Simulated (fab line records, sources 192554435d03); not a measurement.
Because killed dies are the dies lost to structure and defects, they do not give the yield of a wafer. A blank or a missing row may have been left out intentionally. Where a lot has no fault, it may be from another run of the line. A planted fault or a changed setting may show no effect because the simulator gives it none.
Which tool is to blame?	flow n5Finfet	72 wafers from 24 lots sampled at 5 of the route's 1938 steps

## WHAT THE GAUGES SHOWED, per wafer
N5_BEOL_M2_RS_MEAS_58: the measuring method here is four-point-probe. Usual: for M2_RS the level is 0.661 ohm/sq and the standard deviation is 0.026.
lot	measured	on	M2_RS (ohm/sq)	flag
L074	day 6 22:19	filmMetro-01	0.634 0.666 0.687	
L075	day 7 01:54	filmMetro-02	0.639 0.674 0.640	
L076	day 7 18:46	filmMetro-01	0.627 0.667 0.656	
L079	day 8 10:08	filmMetro-01	0.625 0.655 0.654	
L077	day 8 11:23	filmMetro-01	0.658 0.641 0.639	
L080	day 8 13:56	filmMetro-01	0.688 0.659 0.653	
L078	day 8 15:30	filmMetro-01	0.635 0.641 0.645	
L081	day 8 18:32	filmMetro-01	0.657 0.669 0.726	
L082	day 8 21:05	filmMetro-02	0.663 0.656 0.700	
L083	day 9 00:56	filmMetro-01	0.638 0.629 0.707	
L084	day 9 17:44	filmMetro-01	0.656 0.717 0.677	
L085	day 9 18:44	filmMetro-02	0.672 0.694 0.671	
L086	day 10 06:28	filmMetro-01	0.701 0.621 0.670	
L087	day 10 17:36	filmMetro-02	0.643 0.654 0.650	
L088	day 11 04:49	filmMetro-02	0.662 0.671 0.655	
L089	day 11 06:08	filmMetro-01	0.670 0.627 0.656	
L090	day 11 06:26	filmMetro-01	0.645 0.672 0.666	
L092	day 11 12:41	filmMetro-01	0.614 0.611 0.580	
L091	day 11 14:46	filmMetro-01	0.712 0.706 0.699	
L093	day 11 17:21	filmMetro-01	0.638 0.693 0.682	
L094	day 12 07:34	filmMetro-02	0.683 0.648 0.688	
L095	day 12 11:13	filmMetro-01	0.665 0.622 0.645	
L097	day 12 18:16	filmMetro-02	0.642 0.666 0.660	
L096	day 12 21:35	filmMetro-02	0.652 0.665 0.657	

N5_BEOL_M3_CD_MEAS_18: pitch 36 nm, target cd 18 nm. Usual: 18.1 nm for cdNm, sd 0.31.
lot	measured	on	cdNm (nm)	flag
L074	day 6 23:44	cdSem-03	17.8 17.7 17.7	
L075	day 7 03:34	cdSem-03	18.2 18.4 17.8	
L076	day 7 21:19	cdSem-03	18.4 18.4 18.4	
L079	day 8 14:17	cdSem-02	18.2 18.6 17.6	
L077	day 8 14:34	cdSem-02	18.0 17.7 18.0	
L080	day 8 15:26	cdSem-02	18.6 18.1 18.1	
L078	day 8 19:16	cdSem-01	17.7 18.0 18.0	
L081	day 8 21:34	cdSem-02	17.8 17.5 17.9	
L082	day 9 00:10	cdSem-03	18.3 17.8 18.0	
L083	day 9 02:15	cdSem-01	17.9 17.9 18.2	
L084	day 9 19:04	cdSem-02	18.1 18.0 18.0	
L085	day 9 21:14	cdSem-01	17.9 18.5 18.0	
L086	day 10 10:43	cdSem-03	17.9 17.8 18.0	
L087	day 10 20:25	cdSem-02	18.2 18.3 18.4	
L088	day 11 06:35	cdSem-01	18.6 17.9 18.5	
L089	day 11 08:56	cdSem-03	18.1 18.0 18.3	
L090	day 11 09:16	cdSem-03	18.5 17.6 17.8	
L092	day 11 14:50	cdSem-02	18.2 18.1 18.2	
L091	day 11 17:39	cdSem-01	17.4 17.8 17.5	
L093	day 11 18:43	cdSem-02	18.2 18.1 18.4	
L094	day 12 10:11	cdSem-02	18.4 18.0 18.0	
L095	day 12 13:40	cdSem-02	18.0 18.0 17.9	
L097	day 12 20:05	cdSem-01	18.0 17.9 18.0	
L096	day 12 22:48	cdSem-01	17.5 18.2 18.4	

## TOOL THAT RAN EACH LOT (tool first, then ch and the chambers of the sampled wafers, then the start)
lot	N5_BEOL_M3_HM_DEP_02	N5_BEOL_M3_ETCH_64	N5_BEOL_M3_STRIP_66
L074	pvdSputter-03, day 6 22:32	rieDiel-05 ch 1,3, day 6 23:23	rieDiel-05 ch 1,3, day 6 23:31
L075	pvdSputter-02, day 7 02:26	rieDiel-06 ch 0,1, day 7 03:13	rieDiel-06 ch 0,1, day 7 03:20
L076	pvdSputter-03, day 7 19:31	rieDiel-05 ch 1,2, day 7 20:53	rieDiel-05 ch 1,2, day 7 21:01
L079	pvdSputter-03, day 8 13:14	rieDiel-06 ch 0,2,3, day 8 13:56	rieDiel-06 ch 0,2,3, day 8 14:04
L077	pvdSputter-03, day 8 13:37	rieDiel-05 ch 0,1,3, day 8 14:12	rieDiel-05 ch 0,1,3, day 8 14:19
L080	pvdSputter-01, day 8 14:29	rieDiel-06 ch 2,3, day 8 15:04	rieDiel-06 ch 2,3, day 8 15:12
L078	pvdSputter-03, day 8 17:13	rieDiel-01 ch 0,2,3, day 8 18:41	rieDiel-01 ch 0,2,3, day 8 18:48
L081	pvdSputter-03, day 8 20:29	rieDiel-05 ch 0,1, day 8 21:12	rieDiel-05 ch 0,1, day 8 21:20
L082	pvdSputter-01, day 8 22:09	rieDiel-05 ch 2,3, day 8 23:44	rieDiel-05 ch 2,3, day 8 23:52
L083	pvdSputter-02, day 9 01:11	rieDiel-06 ch 0,1,2, day 9 01:54	rieDiel-06 ch 0,1,2, day 9 02:01
L084	pvdSputter-02, day 9 18:04	rieDiel-05 ch 0,1,2, day 9 18:39	rieDiel-05 ch 0,1,2, day 9 18:47
L085	pvdSputter-03, day 9 20:12	rieDiel-05 ch 0,1,2, day 9 20:52	rieDiel-05 ch 0,1,2, day 9 20:59
L086	pvdSputter-01, day 10 09:32	rieDiel-01 ch 1,2,3, day 10 10:16	rieDiel-01 ch 1,2,3, day 10 10:23
L087	pvdSputter-02, day 10 19:18	rieDiel-01 ch 1,2, day 10 20:01	rieDiel-01 ch 1,2, day 10 20:09
L088	pvdSputter-01, day 11 05:38	rieDiel-01 ch 0,1,2, day 11 06:14	rieDiel-01 ch 0,1,2, day 11 06:22
L089	pvdSputter-02, day 11 07:56	rieDiel-01 ch 1,2, day 11 08:32	rieDiel-01 ch 1,2, day 11 08:40
L090	pvdSputter-02, day 11 08:07	rieDiel-01 ch 2,3, day 11 08:46	rieDiel-01 ch 2,3, day 11 08:53
L092	pvdSputter-01, day 11 13:26	rieDiel-01 ch 0,2,3, day 11 14:29	rieDiel-01 ch 0,2,3, day 11 14:37
L091	pvdSputter-02, day 11 16:35	rieDiel-05 ch 0,3, day 11 17:17	rieDiel-05 ch 0,3, day 11 17:25
L093	pvdSputter-01, day 11 17:47	rieDiel-05 ch 1,3, day 11 18:23	rieDiel-05 ch 1,3, day 11 18:30
L094	pvdSputter-01, day 12 09:06	rieDiel-01 ch 0,3, day 12 09:50	rieDiel-01 ch 0,3, day 12 09:58
L095	pvdSputter-02, day 12 12:36	rieDiel-05 ch 0,1,3, day 12 13:19	rieDiel-05 ch 0,1,3, day 12 13:26
L097	pvdSputter-02, day 12 19:07	rieDiel-01 ch 0,1, day 12 19:43	rieDiel-01 ch 0,1, day 12 19:50
L096	pvdSputter-01, day 12 21:50	rieDiel-06 ch 0,2,3, day 12 22:25	rieDiel-06 ch 0,2,3, day 12 22:33
- N5_BEOL_M3_HM_DEP_02: deposits TiN, target thk 20 nm.
- N5_BEOL_M3_ETCH_64: etches SOC in N2/H2, target depth 75 nm, overetch 15 nm, time 112.5 s.
- N5_BEOL_M3_STRIP_66: strips in CF4.

## AS READ BY THE TOOLS THEMSELVES (means over the sampled wafers that have a number; for cases with no such wafer, the mark the record gives instead)
N5_BEOL_M3_HM_DEP_02. Usual: 30.1 % for throttleValvePct, sd 1.2.
lot	tool	throttleValvePct (%)	flag
L074	pvdSputter-03	29.6	
L075	pvdSputter-02	30.0	
L076	pvdSputter-03	29.6	
L079	pvdSputter-03	30.2	
L077	pvdSputter-03	30.3	
L080	pvdSputter-01	28.8	
L078	pvdSputter-03	30.4	
L081	pvdSputter-03	28.8	
L082	pvdSputter-01	30.0	
L083	pvdSputter-02	30.1	
L084	pvdSputter-02	30.7	
L085	pvdSputter-03	30.5	
L086	pvdSputter-01	30.4	
L087	pvdSputter-02	30.6	
L088	pvdSputter-01	30.0	
L089	pvdSputter-02	29.9	
L090	pvdSputter-02	31.2	
L092	pvdSputter-01	29.6	
L091	pvdSputter-02	29.9	
L093	pvdSputter-01	30.0	
L094	pvdSputter-01	31.1	
L095	pvdSputter-02	30.4	
L097	pvdSputter-02	30.5	
L096	pvdSputter-01	29.5	

N5_BEOL_M3_ETCH_64. Usual: drypumpMotorCurrentA 5.9 A, standard deviation 0.39; h2FlowSccm 200.0 sccm, standard deviation 0.58; oesProductAu 0.59 a.u., standard deviation 0.047; rfVppV 524.1 V, standard deviation 3; showerheadPlenumPTorr 2.55 Torr, standard deviation 0.1; throttleValvePct 17.82 %, standard deviation 0.24.
lot	tool	drypumpMotorCurrentA (A)	h2FlowSccm (sccm)	oesProductAu (a.u.)	rfVppV (V)	showerheadPlenumPTorr (Torr)	throttleValvePct (%)	flag
L074	rieDiel-05	5.9	201.4	0.58	524.3	2.57	17.82	
L075	rieDiel-06	5.2	200.0	0.60	521.8	2.45	18.09	
L076	rieDiel-05	5.8	200.4	0.55	524.3	2.55	17.84	
L079	rieDiel-06	5.9	199.7	0.58	522.4	2.49	17.98	
L077	rieDiel-05	5.8	199.5	0.58	523.4	2.50	17.85	
L080	rieDiel-06	6.3	199.7	0.61	524.1	2.55	17.87	
L078	rieDiel-01	5.9	199.8	0.60	525.6	2.58	17.78	
L081	rieDiel-05	5.9	199.7	0.58	520.7	2.42	17.69	
L082	rieDiel-05	5.7	200.6	0.56	525.2	2.63	18.01	
L083	rieDiel-06	5.7	199.6	0.59	522.6	2.49	17.90	
L084	rieDiel-05	5.7	200.1	0.56	521.5	2.48	17.88	
L085	rieDiel-05	5.7	200.0	0.56	522.3	2.48	17.86	
L086	rieDiel-01	6.2	199.7	0.59	524.3	2.57	17.62	
L087	rieDiel-01	6.3	199.9	0.59	524.1	2.57	17.47	
L088	rieDiel-01	6.1	200.1	0.60	525.5	2.58	17.64	
L089	rieDiel-01	6.3	200.3	0.58	522.1	2.50	17.57	
L090	rieDiel-01	5.9	200.0	0.56	524.7	2.56	17.81	
L092	rieDiel-01	5.9	200.0	0.59	524.9	2.58	17.81	
L091	rieDiel-05	5.7	199.7	0.56	524.5	2.56	18.05	
L093	rieDiel-05	5.9	200.1	0.55	523.6	2.55	17.87	
L094	rieDiel-01	5.6	199.7	0.61	527.2	2.66	17.88	
L095	rieDiel-05	5.8	199.6	0.56	521.9	2.49	17.90	
L097	rieDiel-01	6.0	200.0	0.60	526.5	2.65	17.56	
L096	rieDiel-06	5.8	199.6	0.63	525.4	2.58	17.86	

N5_BEOL_M3_STRIP_66. Usual: drypumpMotorCurrentA 5.9 A, standard deviation 0.39; oesProductAu 0.74 a.u., standard deviation 0.058; rfVppV 271.3 V, standard deviation 1.7; showerheadPlenumPTorr 1.80 Torr, standard deviation 0.065; throttleValvePct 13.64 %, standard deviation 0.22.
lot	tool	drypumpMotorCurrentA (A)	oesProductAu (a.u.)	rfVppV (V)	showerheadPlenumPTorr (Torr)	throttleValvePct (%)	flag
L074	rieDiel-05	5.9	0.72	271.1	1.82	13.67	
L075	rieDiel-06	5.2	0.76	269.4	1.74	13.92	
L076	rieDiel-05	5.8	0.68	269.3	1.79	13.70	
L079	rieDiel-06	5.8	0.73	270.2	1.77	13.80	
L077	rieDiel-05	5.8	0.72	270.6	1.77	13.69	
L080	rieDiel-06	6.3	0.77	271.1	1.82	13.60	
L078	rieDiel-01	5.9	0.75	271.4	1.82	13.58	
L081	rieDiel-05	5.9	0.72	269.3	1.72	13.60	
L082	rieDiel-05	5.7	0.70	272.5	1.86	13.81	
L083	rieDiel-06	5.7	0.75	270.7	1.77	13.75	
L084	rieDiel-05	5.7	0.70	269.8	1.76	13.72	
L085	rieDiel-05	5.8	0.70	270.4	1.76	13.72	
L086	rieDiel-01	6.1	0.73	271.5	1.80	13.45	
L087	rieDiel-01	6.3	0.75	271.7	1.80	13.34	
L088	rieDiel-01	6.1	0.75	271.3	1.82	13.49	
L089	rieDiel-01	6.3	0.72	270.1	1.75	13.45	
L090	rieDiel-01	5.9	0.71	270.8	1.80	13.58	
L092	rieDiel-01	5.8	0.74	271.3	1.82	13.63	
L091	rieDiel-05	5.7	0.71	272.2	1.82	13.86	
L093	rieDiel-05	5.9	0.69	270.3	1.81	13.76	
L094	rieDiel-01	5.6	0.76	272.9	1.88	13.68	
L095	rieDiel-05	5.8	0.70	271.1	1.77	13.76	
L097	rieDiel-01	6.0	0.76	272.2	1.86	13.42	
L096	rieDiel-06	5.8	0.79	271.5	1.83	13.66	

## THE ANSWER, worked out from the rows above alone
Rule: take the mean of a lot's wafers that have a number; if it is more than 3 standard deviations from the usual mean, the lot is off. Also off: a lot with no number at a reading for which 4 or more lots have one. All remaining lots with rows at the step are treated as sound. Order of review: gauges by route order, followed by the tools' own readings, for which a lot's mean as printed above is used. At the first step where some lot is off, the reading lying furthest off is the one used; lots without a number count as furthest.
None of the lots is off at any reading shown; this tells nothing.

## WHAT THE SIMULATOR HAD PUT IN
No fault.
